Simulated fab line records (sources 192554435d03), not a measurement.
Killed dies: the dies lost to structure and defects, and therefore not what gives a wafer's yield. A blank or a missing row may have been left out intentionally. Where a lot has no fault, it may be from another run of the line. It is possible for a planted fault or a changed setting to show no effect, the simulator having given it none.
Code-filled problem report in 8D (eight disciplines) form :: flow n5_finfet :: the parts of the form that need people (team, actions taken, sign-off) are left out

1. THE ISSUE
raw_defect_count at N5_MOL_CONTACT_COAG_INSPECT_42 reads a mean of 1515 on 2 wafers of 2 lots; wafers without a fault read 191 with a standard deviation of 46. That puts it +29 standard deviations away from the usual mean.
The step: inspects for defects (brightfield).
Seen first at day 7 08:29 on defect_inspect-02, wafer L928.4. The record has a number at this step for 22 wafers belonging to 8 lots. The rule behind "out" and "out of limits": a value lying over 4 standard deviations away from the usual mean. All remaining wafers that have a number are taken as sound.

2. WHAT THIS IS AND IS NOT
question: which readings at this step
is: raw_defect_count
is not: -

question: which lots
is: L928, L931
is not: L919, L921, L933, L938, L941, L942

question: which wafers of those lots
is: L928.4, L931.4
is not: L928.2, L928.5, L931.1, L931.5

question: read on which gauges
is: defect_inspect-02
is not: defect_inspect-01

question: when
is: from day 7 08:29
is not: up to then (8 sound wafers); but 12 sound wafers of L931, L933, L938, L941, L942 came after

3. WHAT RULES OUT EACH SUSPECT
Counting: a tool at a process step up to the reading stays a suspect if it ran every lot that is out. Sound lots after the first of them don't rule it out here, since some wafers of a struck lot are sound.
- ruled out: the gauge at N5_MOL_CONTACT_COAG_INSPECT_42. All the wafers that are out were read on defect_inspect-02, but those of them that N5_PASSIVATION_PROBE_49 has rows for are out there too, on other tools.
- rie_diel-03 at N5_MOL_CONTACT_COAG_ETCH_90 (etches SiARC in CF4, target depth 13 nm, time 21.7 s): kept. It ran every lot that is out, first L928 (day 7 07:14).
- rie_diel-03 at N5_MOL_CONTACT_COAG_ETCH_91 (etches SOC in N2/H2, target depth 60 nm, overetch 21 nm, time 101.2 s): kept. It processed each lot that is out (first: L928, day 7 07:37); up to then, its last sound lot is L921 (day 5 14:08).
- rie_diel-03 at N5_MOL_CONTACT_COAG_ETCH_47 (etches SiNx in CH3F/O2, stops on W, target depth 27 nm): kept. It processed each lot that is out (first: L928, day 7 07:51); up to then, its last sound lot is L921 (day 5 14:22).
- In rie_diel-03 at N5_MOL_CONTACT_COAG_ETCH_90, the wafers that are out were processed in chamber 2 and their sound lot-mates in chambers 1, 3.
- In rie_diel-03 at N5_MOL_CONTACT_COAG_ETCH_91, the wafers that are out were processed in chamber 3 and their sound lot-mates in chambers 0, 2.
- In rie_diel-03 at N5_MOL_CONTACT_COAG_ETCH_47, the wafers that are out were processed in chamber 3 and their sound lot-mates in chambers 0, 2.
rie_diel-03 at N5_MOL_CONTACT_COAG_ETCH_90, rie_diel-03 at N5_MOL_CONTACT_COAG_ETCH_91 and rie_diel-03 at N5_MOL_CONTACT_COAG_ETCH_47 are what is left after counting.

4. THE CAUSE (what the simulator had put in)
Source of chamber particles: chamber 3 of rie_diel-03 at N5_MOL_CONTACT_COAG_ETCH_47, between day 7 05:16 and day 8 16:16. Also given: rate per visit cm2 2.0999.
Counting left 3 suspects, and this tool is among them.

5. SEQUENCE OF EFFECTS, ordered by route
Each row: a reading where the mean over the struck wafers with a number is more than 3 standard deviations away from the usual. Only readings for which the record gives a usual standard deviation are gone through. hours: the time from each lot's start at the first step in this table that gives one to its start at this step, as a median over the lots. sigmas: the change in usual standard deviations.
hours: 0
step: N5_MOL_CONTACT_COAG_INSPECT_42
reading: raw_defect_count
usual: 191
on struck wafers: 1515
change: +1324
sigmas: +29

hours: 183
step: N5_PASSIVATION_PROBE_49
reading: defect_limited_yield
usual: 91.4 %
on struck wafers: 86.2
change: -5.2
sigmas: -3.8

hours: 183
step: N5_PASSIVATION_PROBE_49
reading: killed_at_contacts
usual: 13
on struck wafers: 82
change: +69
sigmas: +10

hours: 183
step: N5_PASSIVATION_PROBE_49
reading: killed_dies
usual: 101
on struck wafers: 164
change: +62
sigmas: +3.7

hours: 183
step: N5_PASSIVATION_PROBE_49
reading: killed_on_rim
usual: 14
on struck wafers: 32
change: +18
sigmas: +4.0

hours: 183
step: N5_PASSIVATION_PROBE_49
reading: sort_bin_5_function
usual: 5.0 %
on struck wafers: 7.8
change: +2.8
sigmas: +3.0

hours: 183
step: N5_PASSIVATION_PROBE_49
reading: sort_n_pass
usual: 1078
on struck wafers: 1016
change: -62
sigmas: -3.6

hours: 183
step: N5_PASSIVATION_PROBE_49
reading: sort_yield_pct
usual: 91.4 %
on struck wafers: 86.2
change: -5.2
sigmas: -3.8
It contains these process steps:
- N5_PASSIVATION_PROBE_49
Later measuring or inspecting steps at which every struck wafer that the step has a row for has a number for every such reading, and none has moved that far: N5_BEOL_M4_RC_MEAS_101.

6. WHAT WOULD HAVE CAUGHT IT SOONER
Counted from the fault's start at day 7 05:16, it took 3 hours until the first out-of-limits reading at a measuring or inspecting step in this record, taken at day 7 08:29.
Of the tool readings at N5_MOL_CONTACT_COAG_ETCH_47 for which the record gives a usual standard deviation, none was out on any struck wafer, so an alarm limit of 4 standard deviations on them would not have fired.
Among the 2 lots that are out, L931 began N5_MOL_CONTACT_COAG_ETCH_47 on rie_diel-03 after day 7 08:29. A hold on the tool at that time would have spared it.
